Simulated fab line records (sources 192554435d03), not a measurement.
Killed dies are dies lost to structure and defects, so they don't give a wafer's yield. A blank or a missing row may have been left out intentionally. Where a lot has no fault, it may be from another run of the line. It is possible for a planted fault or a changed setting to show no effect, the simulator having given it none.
What tool caused it? || flow n5-finfet || 10 lots, 28 wafers sampled, at 1 step of a route of 1938

WHAT THE GAUGES READ, wafer by wafer
N5_FIN_CUT_OVL_MEAS_09.
{"lot": "L987", "measured": "day 2 02:26", "on": "overlay-02", "FIN_CUT_OVL (nm)": "-0.3 1.1 0.4"}
{"lot": "L989", "measured": "day 2 15:01", "on": "overlay-01", "FIN_CUT_OVL (nm)": "1.5 0.8 0.6"}
{"lot": "L990", "measured": "day 2 21:36", "on": "overlay-01", "FIN_CUT_OVL (nm)": "0.0 0.0 0.3"}
{"lot": "L992", "measured": "day 3 09:19", "on": "overlay-01", "FIN_CUT_OVL (nm)": "1.0 1.2 0.2"}
{"lot": "L993", "measured": "day 3 14:58", "on": "overlay-01", "FIN_CUT_OVL (nm)": "0.0 -0.4"}
{"lot": "L997", "measured": "day 4 14:34", "on": "overlay-01", "FIN_CUT_OVL (nm)": "1.3 1.0"}
{"lot": "L105", "measured": "day 6 13:44", "on": "overlay-02", "FIN_CUT_OVL (nm)": "-0.1 0.2 -0.7"}
{"lot": "L108", "measured": "day 7 09:25", "on": "overlay-02", "FIN_CUT_OVL (nm)": "-0.3 1.3 0.4"}
{"lot": "L109", "measured": "day 7 14:13", "on": "overlay-01", "FIN_CUT_OVL (nm)": "1.0 0.3 -0.2"}
{"lot": "L110", "measured": "day 8 01:09", "on": "overlay-02", "FIN_CUT_OVL (nm)": "0.4 0.4 -0.1"}

WHAT TOOL EACH LOT RAN ON (gives the tool, then ch and the chambers of the sampled wafers, and finally the start)
No process step before these readings appears in the record.

THE ANSWER, worked out from the rows above alone
Rule: what is usual is taken from the lots themselves. The widest of any qualifying gaps counts: lots, ordered by their means at a reading, are off when they make up no more than a third of the lots, leave a main group of 4 or more, and stand apart from it by 3 or more times the standard deviation of that group's means. A main group is skipped when, at the precision printed for the reading in the tables above, its means are all equal. Also off: a lot with no number at a reading for which 4 or more lots have one. Any other lot the step has rows for is counted as sound.
Across all readings shown, no lot is off: no conclusion can be drawn from this.

WHAT THE SIMULATOR HAD INSERTED
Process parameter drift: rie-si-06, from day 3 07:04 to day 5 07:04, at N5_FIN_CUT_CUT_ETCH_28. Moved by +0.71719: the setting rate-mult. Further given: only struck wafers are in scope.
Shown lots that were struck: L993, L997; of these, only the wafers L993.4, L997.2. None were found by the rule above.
